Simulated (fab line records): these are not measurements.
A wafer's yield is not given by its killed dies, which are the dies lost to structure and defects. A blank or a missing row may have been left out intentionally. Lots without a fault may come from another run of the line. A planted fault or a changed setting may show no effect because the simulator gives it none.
fab line records	flow nandHarc	part 1 of 2: steps 1 to 4 of 6
record lots=24	wafers=72	lastDay=25
route steps=1159 shown A_STAIRCASE@595
lots that met no fault: from a run of the same line without faults
startH: hours from the record's first day to the start of the lot's first wafer shown	waitH: hours from the lot's prior step to this one	" unchanged from the row above	L1.1+2: a single row standing in for several wafers	- no value, or no start was given	* or withheld: withheld	< > ~ a bound
route shown NAME@n: NAME is a module with steps in the file, n the number in the route of the first one	usual: average and standard deviation across the fault-free wafers	same: alike in all rows	chamber/n: place in a boat	sites: the reading at each site	_std_site: the standard deviation of these	_edge_site: inner sites' mean taken away from outer sites' mean	radiusMm: how far each site lies from the wafer's centre	mask NAME#n: copy n	behind: the last tool/chamber to shape the wafer	hold: reason for holding the lot/hours on hold/outcome of the hold	device: the transistor (n, p or np) that didn't switch	end of line: tests of these same wafers at the route's end	step lacking rows: just its recipe	killed: the dies lost at the first sort to structure and to defects; this is not the yield of the wafer	map: shows each die of a wafer: x if killed, . if not, _ if none is there
set.NAME: setting as actually run; set.NAME@STEP: the setting as run at that earlier step	model.NAME: the simulator's own value behind a step, which no gauge read
the route's steps for a sample of lots (tables are steps, rows are wafers)
services: when a tool's chamber went out of use (startH, in hours from the record's first day, below 0 if earlier), for how many hours, and the reason
## steps
# step NHARC_A_STAIRCASE_ETCH_201
# recipe targetDepthA=1000	timeS=40.5	ionEnergyEv=400	c4f8FlowSccm=20	o2FlowSccm=10	arFlowSccm=withheld	rfW=600	biasW=1000	chemistry=C4F8/O2
# usual oesProductAu=0.942/0.0093	rfVppV=895/5.2
lot.wafer	tool	chamber	startH	waitH	oesProductAu	rfHoursCounterH	rfVppV
L077.2	rieDiel-10	3	-	-	0.952	31	899
L077.3	"	0	"	"	0.953	31	895
L077.5	"	2	"	"	0.956	-	900
L075.1	rieDiel-12	0	-	-	0.926	15	899
L075.3	"	2	"	"	0.955	16	901
L075.6	"	0	"	"	0.928	-	900
L078.2	rieDiel-12	1	-	-	0.933	17	887
L078.3	"	2	"	"	0.948	17	903
L078.5	"	1	"	"	0.937	-	888
L074.1	rieDiel-10	3	-	-	0.950	32	898
L074.2	"	1	"	"	0.934	31	889
L074.5	"	0	"	"	0.932	-	897
L079.4	rieDiel-12	2	-	-	0.947	20	902
L079.3	"	0	"	"	0.938	20	899
L079.5	"	1	"	"	0.951	-	887
L076.2	rieDiel-11	2	-	-	0.944	13	895
L076.3	"	0	"	"	0.937	12	889
L076.5	"	2	"	"	0.931	-	898
L080.4	rieDiel-10	1	-	-	0.955	36	890
L080.1	"	2	"	"	0.951	33	898
L080.6	"	3	"	"	0.952	-	898
L081.1	rieDiel-12	1	-	-	0.954	28	887
L081.5	"	3	"	"	0.941	-	900
L081.6	"	0	"	"	0.947	-	899
L082.4	rieDiel-10	0	-	-	0.940	43	896
L082.2	"	1	"	"	0.953	38	889
L082.6	"	1	"	"	0.937	-	889
L083.3	rieDiel-12	2	-	-	0.944	33	902
L083.4	"	0	"	"	0.949	28	901
L083.1	"	1	"	"	0.952	34	888
L084.1	rieDiel-10	0	-	-	0.973	47	896
L084.2	"	1	"	"	0.946	42	889
L084.3	"	3	"	"	0.951	46	897
L085.1	rieDiel-12	1	-	-	0.943	36	887
L085.3	"	2	"	"	0.938	36	904
L085.6	"	2	"	"	0.946	-	902
L086.3	rieDiel-12	1	-	-	0.950	44	887
L086.4	"	3	"	"	0.936	-	900
L086.6	"	1	"	"	0.943	-	887
L087.4	rieDiel-11	3	-	-	0.948	37	899
L087.6	"	0	"	"	0.935	-	888
L087.5	"	1	"	"	0.937	-	894
L088.1	rieDiel-12	0	-	-	0.944	39	898
L088.3	"	1	"	"	0.957	45	887
L088.5	"	0	"	"	0.940	-	899
L090.1	rieDiel-12	1	-	-	0.943	48	887
L090.3	"	0	"	"	0.927	43	899
L090.4	"	0	"	"	0.928	-	899
L089.2	rieDiel-11	1	-	-	0.941	36	894
L089.4	"	0	"	"	0.934	40	887
L089.6	"	2	"	"	0.941	-	896
L091.3	rieDiel-12	3	-	-	0.936	43	900
L091.2	"	1	"	"	0.949	51	886
L091.4	"	2	"	"	0.946	-	900
L093.2	rieDiel-10	1	-	-	0.935	60	890
L093.4	"	0	"	"	0.942	65	895
L093.5	"	1	"	"	0.943	-	888
L092.4	rieDiel-11	1	-	-	0.934	44	893
L092.3	"	2	"	"	0.936	45	897
L092.5	"	3	"	"	0.920	-	899
L094.2	rieDiel-11	1	-	-	0.937	46	893
L094.3	"	2	"	"	0.939	47	896
L094.1	"	3	"	"	0.943	50	898
L095.4	rieDiel-11	0	-	-	0.946	50	887
L095.3	"	1	"	"	0.943	47	894
L095.5	"	0	"	"	0.952	-	889
L096.3	rieDiel-10	2	-	-	0.938	1	899
L096.4	"	3	"	"	0.933	1	897
L096.6	"	1	"	"	0.941	-	889
L097.3	rieDiel-11	3	-	-	0.937	64	898
L097.6	"	3	"	"	0.922	-	898
L097.5	"	0	"	"	0.944	-	887
# step NHARC_A_STAIRCASE_STRIP_205
# recipe powerW=1500	tempC=250	chemistry=O2
# usual drypumpMotorCurrentA=5.70/0.17	heaterPowerW=330/18
lot.wafer	tool	chamber	startH	waitH	drypumpMotorCurrentA	heaterPowerW	rfHoursCounterH
L077.2	plasmaAsher-01	1	255.22	0.1	5.92	290	48
L077.3	"	1	"	"	5.92	307	-
L077.5	"	0	"	"	5.42	326	-
L075.1	plasmaAsher-02	0	255.52	0.1	5.70	331	18
L075.3	"	1	"	"	5.78	347	-
L075.6	"	0	"	"	5.72	328	-
L078.2	plasmaAsher-01	0	257.05	0.1	5.43	330	49
L078.3	"	0	"	"	5.43	320	-
L078.5	"	0	"	"	5.42	323	-
L074.1	plasmaAsher-01	1	258.18	0.1	5.92	308	49
L074.2	"	0	"	"	5.41	316	49
L074.5	"	0	"	"	5.40	326	-
L079.4	plasmaAsher-02	1	264.05	0.3	5.79	349	-
L079.3	"	0	"	"	5.73	328	-
L079.5	"	0	"	"	5.73	330	-
L076.2	plasmaAsher-02	1	266.50	0.1	5.76	357	26
L076.3	"	0	"	"	5.73	329	-
L076.5	"	1	"	"	5.74	360	-
L080.1	plasmaAsher-02	1	272.11	0.1	5.78	339	27
L080.4	"	1	"	"	5.78	349	-
L080.6	"	0	"	"	5.70	338	-
L081.1	plasmaAsher-02	1	283.41	0.6	5.73	357	32
L081.6	"	1	"	"	5.77	353	-
L081.5	"	0	"	"	5.71	326	-
L082.2	plasmaAsher-01	0	291.65	0.1	5.36	308	4
L082.4	"	0	"	"	5.39	305	-
L082.6	"	1	"	"	5.95	313	-
L083.1	plasmaAsher-02	1	300.34	0.1	5.75	356	39
L083.3	"	1	"	"	5.76	356	-
L083.4	"	0	"	"	5.70	332	-
L084.1	plasmaAsher-02	0	300.73	0.1	5.72	326	39
L084.2	"	1	"	"	5.76	345	39
L084.3	"	0	"	"	5.73	324	-
L085.1	plasmaAsher-01	1	310.35	0.1	5.91	331	10
L085.3	"	1	"	"	5.90	322	-
L085.6	"	1	"	"	5.93	329	-
L086.3	plasmaAsher-01	0	322.29	0.2	5.44	308	-
L086.4	"	1	"	"	5.95	326	-
L086.6	"	1	"	"	5.94	323	-
L087.4	plasmaAsher-02	0	323.26	0.2	5.72	322	-
L087.6	"	1	"	"	5.72	360	-
L087.5	"	0	"	"	5.70	329	-
L088.1	plasmaAsher-01	0	323.53	0.1	5.44	303	13
L088.3	"	0	"	"	5.42	304	-
L088.5	"	0	"	"	5.44	302	-
L090.1	plasmaAsher-02	1	333.25	0.1	5.78	347	51
L090.3	"	1	"	"	5.75	358	-
L090.4	"	0	"	"	5.74	330	-
L089.2	plasmaAsher-02	1	334.05	0.1	5.72	352	51
L089.4	"	1	"	"	5.79	348	-
L089.6	"	0	"	"	5.70	330	-
L091.2	plasmaAsher-02	0	339.06	0.1	5.72	329	52
L091.3	"	0	"	"	5.72	333	-
L091.4	"	1	"	"	5.76	352	-
L093.2	plasmaAsher-02	1	351.89	0.1	5.69	354	56
L093.4	"	0	"	"	5.73	326	-
L093.5	"	0	"	"	5.72	328	-
L092.3	plasmaAsher-02	1	356.24	0.2	5.74	354	-
L092.4	"	0	"	"	5.72	328	-
L092.5	"	0	"	"	5.73	338	-
L094.1	plasmaAsher-01	1	359.36	0.1	5.90	325	25
L094.2	"	0	"	"	5.40	303	25
L094.3	"	0	"	"	5.39	304	-
L095.4	plasmaAsher-01	0	360.69	0.3	5.40	303	-
L095.3	"	1	"	"	5.91	326	-
L095.5	"	0	"	"	5.42	309	-
L096.4	plasmaAsher-01	0	365.60	0.2	5.37	314	-
L096.3	"	1	"	"	5.89	319	-
L096.6	"	1	"	"	5.91	321	-
L097.3	plasmaAsher-02	0	394.63	0.2	5.73	341	-
L097.5	"	0	"	"	5.73	330	-
L097.6	"	1	"	"	5.76	354	-
# step NHARC_A_STAIRCASE_DESCUM_252
# recipe timeS=3	o2FlowSccm=200	arFlowSccm=0	biasPowerW=0	chemistry=O2
# usual drypumpMotorCurrentA=6.0/0.45	oesProductAu=0.997/0.0076	rfVppV=57.7/0.84	showerheadPlenumPTorr=1.91/0.078	throttleValvePct=11.310/0.0092
lot.wafer	tool	chamber	startH	waitH	drypumpMotorCurrentA	oesProductAu	rfHoursCounterH	rfVppV	showerheadPlenumPTorr	throttleValvePct
L077.3	rieDiel-11	0	261.07	-	6.1	0.987	10	55.9	1.79	11.305
L077.2	"	3	"	"	6.5	1.001	11	58.5	1.96	11.320
L077.5	"	1	"	"	6.1	0.988	-	56.4	1.89	11.311
L075.1	rieDiel-11	3	261.46	-	6.5	0.993	11	58.2	1.96	11.324
L075.3	"	0	"	"	6.1	0.994	10	57.9	1.79	11.305
L075.6	"	2	"	"	6.0	1.002	-	57.1	1.93	11.323
L078.2	rieDiel-11	0	262.75	-	6.1	0.988	11	57.7	1.79	11.300
L078.3	"	2	"	"	6.0	1.000	12	57.8	1.93	11.325
L078.5	"	0	"	"	6.1	1.002	-	57.9	1.79	11.309
L074.2	rieDiel-10	2	264.69	-	5.2	1.001	31	57.3	1.96	11.310
L074.1	"	3	"	"	5.7	0.994	35	57.1	1.95	11.313
L074.5	"	1	"	"	5.2	0.982	-	56.5	1.81	11.307
L079.3	rieDiel-11	3	270.10	-	6.6	1.007	15	57.7	1.96	11.298
L079.4	"	2	"	"	6.1	0.998	15	58.5	1.93	11.317
L079.5	"	0	"	"	6.1	0.991	-	57.1	1.79	11.304
L076.2	rieDiel-11	1	272.87	-	6.1	1.003	14	56.3	1.89	11.309
L076.3	"	0	"	"	6.1	0.986	14	56.8	1.79	11.312
L076.5	"	2	"	"	6.1	0.995	-	58.0	1.93	11.304
L080.1	rieDiel-12	0	277.53	-	5.9	1.006	21	58.9	1.97	11.310
L080.4	"	1	"	"	6.5	0.994	27	56.7	1.78	11.317
L080.6	"	0	"	"	5.8	0.992	-	57.5	1.97	11.307
L081.1	rieDiel-12	0	288.53	-	5.8	0.994	24	57.4	1.97	11.336
L081.5	"	2	"	"	6.7	0.996	-	58.1	2.01	11.302
L081.6	"	3	"	"	5.8	0.997	-	58.8	1.99	11.315
L082.2	rieDiel-12	3	297.57	-	5.8	0.997	29	57.8	1.99	11.314
L082.4	"	1	"	"	6.5	0.992	33	57.6	1.78	11.317
L082.6	"	2	"	"	6.7	0.994	-	57.2	2.01	11.302
L083.1	rieDiel-12	1	305.66	-	6.5	0.996	35	56.5	1.78	11.316
L083.3	"	2	"	"	6.7	1.001	35	59.3	2.01	11.321
L083.4	"	3	"	"	5.8	1.003	31	57.0	1.99	11.308
L084.2	rieDiel-12	3	306.56	-	5.8	0.995	31	57.0	1.99	11.313
L084.3	"	0	"	"	5.8	0.995	29	57.1	1.97	11.302
L084.1	"	1	"	"	6.5	1.013	35	57.9	1.78	11.320
L085.3	rieDiel-12	0	317.60	-	5.8	0.992	36	57.1	1.96	11.327
L085.1	"	3	"	"	5.8	0.995	36	57.8	1.99	11.322
L085.6	"	1	"	"	6.5	1.009	-	56.9	1.77	11.307
L086.4	rieDiel-10	3	327.28	-	5.6	0.997	56	59.2	1.94	11.303
L086.3	"	0	"	"	5.7	1.001	56	58.8	1.90	11.304
L086.6	"	2	"	"	5.2	1.012	-	57.3	1.95	11.296
L087.4	rieDiel-10	1	328.30	-	5.2	0.991	51	57.5	1.80	11.321
L087.6	"	2	"	"	5.2	1.004	-	59.0	1.95	11.298
L087.5	"	3	"	"	5.6	0.998	-	58.1	1.94	11.308
L088.3	rieDiel-12	0	329.13	-	5.8	0.995	42	56.1	1.96	11.300
L088.1	"	1	"	"	6.5	1.002	47	56.6	1.77	11.318
L088.5	"	3	"	"	5.8	0.994	-	58.1	1.98	11.311
L090.4	rieDiel-12	2	339.32	-	6.8	0.997	44	58.5	2.00	11.308
L090.1	"	0	"	"	5.8	0.978	44	59.8	1.96	11.318
L090.3	"	1	"	"	6.5	1.001	51	58.3	1.77	11.309
L089.2	rieDiel-12	1	339.63	-	6.5	1.000	51	56.1	1.77	11.315
L089.4	"	2	"	"	6.7	0.996	44	58.6	2.00	11.308
L089.6	"	3	"	"	5.8	1.005	-	58.1	1.98	11.301
L091.2	rieDiel-10	3	344.23	-	5.7	0.998	62	58.6	1.94	11.310
L091.4	"	0	"	"	5.8	0.997	64	57.4	1.90	11.325
L091.3	"	2	"	"	5.2	0.993	57	57.7	1.95	11.308
L093.2	rieDiel-11	2	358.12	-	6.1	1.008	46	57.3	1.92	11.295
L093.4	"	0	"	"	6.1	1.007	49	57.6	1.78	11.310
L093.5	"	2	"	"	6.1	1.007	-	57.3	1.92	11.298
L092.4	rieDiel-12	0	361.83	-	5.8	0.982	51	57.6	1.96	11.307
L092.3	"	3	"	"	5.8	0.997	52	58.5	1.98	11.328
L092.5	"	1	"	"	6.5	0.995	-	55.9	1.77	11.304
L094.3	rieDiel-10	2	367.31	-	5.2	0.995	1	56.1	1.95	11.312
L094.1	"	0	"	"	5.7	0.985	1	58.4	1.90	11.311
L094.2	"	1	"	"	5.2	0.990	1	56.4	1.80	11.305
L095.3	rieDiel-11	1	368.05	-	6.1	0.999	51	57.8	1.88	11.301
L095.4	"	3	"	"	6.5	0.991	53	58.3	1.95	11.314
L095.5	"	1	"	"	6.1	1.004	-	57.0	1.88	11.297
L096.4	rieDiel-12	1	370.88	-	6.5	1.004	61	56.6	1.77	11.326
L096.3	"	0	"	"	5.8	0.994	55	57.4	1.96	11.312
L096.6	"	2	"	"	6.7	0.996	-	58.6	2.00	11.314
L097.3	rieDiel-10	0	400.40	-	5.8	0.983	14	58.0	1.90	11.322
L097.5	"	1	"	"	5.2	0.984	-	56.7	1.80	11.306
L097.6	"	2	"	"	5.2	0.986	-	57.5	1.95	11.319
# step NHARC_A_STAIRCASE_ETCH_292
# recipe cf4FlowSccm=100	chf3FlowSccm=30	arFlowSccm=0	rfW=500	biasW=200	chemistry=CF4/CHF3
# usual drypumpMotorCurrentA=6.0/0.46	oesProductAu=0.951/0.021	rfVppV=370.8/2.2	showerheadPlenumPTorr=1.58/0.06	throttleValvePct=16.802/0.0087
lot.wafer	tool	chamber	startH	waitH	drypumpMotorCurrentA	oesProductAu	rfHoursCounterH	rfVppV	showerheadPlenumPTorr	throttleValvePct
L077.3	rieDiel-10	2	265.91	0.1	5.2	0.927	31	372.1	1.61	16.797
L077.2	"	1	"	"	5.1	0.920	34	369.2	1.49	16.804
L077.5	"	3	"	"	5.6	0.927	-	371.9	1.60	16.807
L075.3	rieDiel-11	3	266.03	0.1	6.5	0.964	13	371.1	1.61	16.787
L075.1	"	1	"	"	6.1	0.937	12	369.7	1.56	16.796
L075.6	"	3	"	"	6.5	0.966	-	371.4	1.61	16.812
L078.2	rieDiel-11	2	267.65	0.1	6.0	0.955	14	370.7	1.59	16.813
L078.3	"	0	"	"	6.1	0.978	12	368.0	1.48	16.785
L078.5	"	2	"	"	6.0	0.971	-	371.3	1.59	16.802
L074.1	rieDiel-10	0	268.68	0.1	5.8	0.957	37	369.4	1.57	16.803
L074.2	"	1	"	"	5.2	0.977	35	368.4	1.49	16.818
L074.5	"	1	"	"	5.2	0.965	-	367.1	1.49	16.785
L079.3	rieDiel-12	0	275.13	0.1	5.8	0.952	20	371.0	1.62	16.812
L079.4	"	1	"	"	6.5	0.951	25	366.4	1.47	16.800
L079.5	"	3	"	"	5.8	0.942	-	372.3	1.63	16.786
L076.2	rieDiel-10	0	276.94	0.1	5.8	0.957	39	371.6	1.57	16.800
L076.3	"	3	"	"	5.7	0.941	38	372.5	1.60	16.786
L076.5	"	3	"	"	5.6	0.956	-	371.6	1.60	16.805
L080.4	rieDiel-11	0	281.63	0.1	6.1	0.918	17	366.9	1.48	16.816
L080.1	"	2	"	"	6.0	0.917	18	371.4	1.58	16.795
L080.6	"	3	"	"	6.5	0.936	-	371.5	1.61	16.797
L081.1	rieDiel-12	1	292.99	0.1	6.5	0.972	31	366.2	1.47	16.812
L081.6	"	2	"	"	6.7	0.965	-	373.4	1.65	16.801
L081.5	"	3	"	"	5.8	0.954	-	372.1	1.63	16.805
L082.4	rieDiel-12	2	301.88	0.1	6.7	0.943	33	373.3	1.65	16.807
L082.2	"	0	"	"	5.8	0.930	28	371.4	1.61	16.798
L082.6	"	2	"	"	6.7	0.948	-	373.0	1.65	16.805
L083.1	rieDiel-12	3	312.06	0.4	5.8	0.924	31	372.5	1.63	16.789
L083.3	"	0	"	"	5.8	0.914	31	370.9	1.61	16.812
L083.4	"	1	"	"	6.5	0.920	37	367.1	1.47	16.800
L084.2	rieDiel-11	1	313.10	0.1	6.1	0.939	28	369.5	1.55	16.799
L084.1	"	3	"	"	6.5	0.924	30	371.6	1.60	16.802
L084.3	"	0	"	"	6.1	0.929	30	368.3	1.47	16.798
L085.3	rieDiel-10	1	322.32	0.1	5.2	0.982	50	366.0	1.49	16.813
L085.1	"	2	"	"	5.2	0.967	49	370.9	1.61	16.810
L085.6	"	1	"	"	5.2	0.974	-	367.4	1.49	16.796
L086.3	rieDiel-12	1	332.99	0.2	6.5	0.945	48	366.3	1.46	16.801
L086.4	"	1	"	"	6.5	0.957	-	366.5	1.46	16.812
L086.6	"	0	"	"	5.8	0.929	-	371.7	1.61	16.801
L087.4	rieDiel-11	0	334.21	0.2	6.1	0.934	40	367.4	1.47	16.800
L087.5	"	0	"	"	6.1	0.926	-	366.0	1.47	16.800
L087.6	"	1	"	"	6.1	0.936	-	370.5	1.55	16.795
L088.3	rieDiel-10	1	335.33	0.1	5.2	0.907	56	367.0	1.49	16.795
L088.1	"	2	"	"	5.2	0.929	53	371.2	1.60	16.805
L088.5	"	1	"	"	5.2	0.909	-	366.6	1.49	16.803
L090.3	rieDiel-11	3	343.13	0.1	6.5	0.976	44	372.0	1.60	16.804
L090.1	"	0	"	"	6.1	0.960	44	367.6	1.47	16.801
L090.4	"	1	"	"	6.2	0.962	41	368.8	1.55	16.806
L089.2	rieDiel-12	2	343.43	0.1	6.7	0.995	45	373.3	1.64	16.804
L089.4	"	1	"	"	6.5	0.978	51	366.2	1.46	16.807
L089.6	"	2	"	"	6.7	0.965	-	374.3	1.64	16.817
L091.3	rieDiel-11	1	348.16	0.1	6.1	0.979	42	371.1	1.55	16.804
L091.4	"	3	"	"	6.5	0.971	45	372.0	1.60	16.796
L091.2	"	0	"	"	6.1	0.977	45	365.5	1.47	16.798
L093.2	rieDiel-12	0	364.07	1.7	5.8	0.918	53	372.1	1.61	16.804
L093.4	"	2	"	"	6.7	0.923	55	372.4	1.64	16.793
L093.5	"	0	"	"	5.8	0.912	-	370.9	1.61	16.788
L092.4	rieDiel-12	2	365.97	0.1	6.7	0.954	56	371.8	1.64	16.791
L092.3	"	1	"	"	6.5	0.965	60	367.1	1.46	16.786
L092.5	"	3	"	"	5.8	0.988	-	372.9	1.62	16.812
L094.3	rieDiel-12	3	373.64	0.1	5.8	0.991	58	371.2	1.62	16.792
L094.2	"	0	"	"	5.8	0.954	56	370.8	1.61	16.794
L094.1	"	2	"	"	6.7	0.977	57	373.1	1.64	16.810
L095.4	rieDiel-12	2	374.78	0.1	6.7	0.957	58	371.8	1.64	16.787
L095.3	"	0	"	"	5.8	0.964	57	372.2	1.61	16.805
L095.5	"	2	"	"	6.7	0.957	-	373.0	1.64	16.803
L096.4	rieDiel-10	0	377.06	0.1	5.8	0.955	3	371.7	1.56	16.797
L096.3	"	1	"	"	5.2	0.975	4	367.8	1.49	16.814
L096.6	"	3	"	"	5.7	0.957	-	371.2	1.59	16.805
L097.3	rieDiel-12	1	407.02	0.1	6.5	0.961	7	373.5	1.70	16.808
L097.5	"	1	"	"	6.5	0.969	-	374.6	1.70	16.807
L097.6	"	2	"	"	6.7	0.962	-	372.3	1.64	16.799
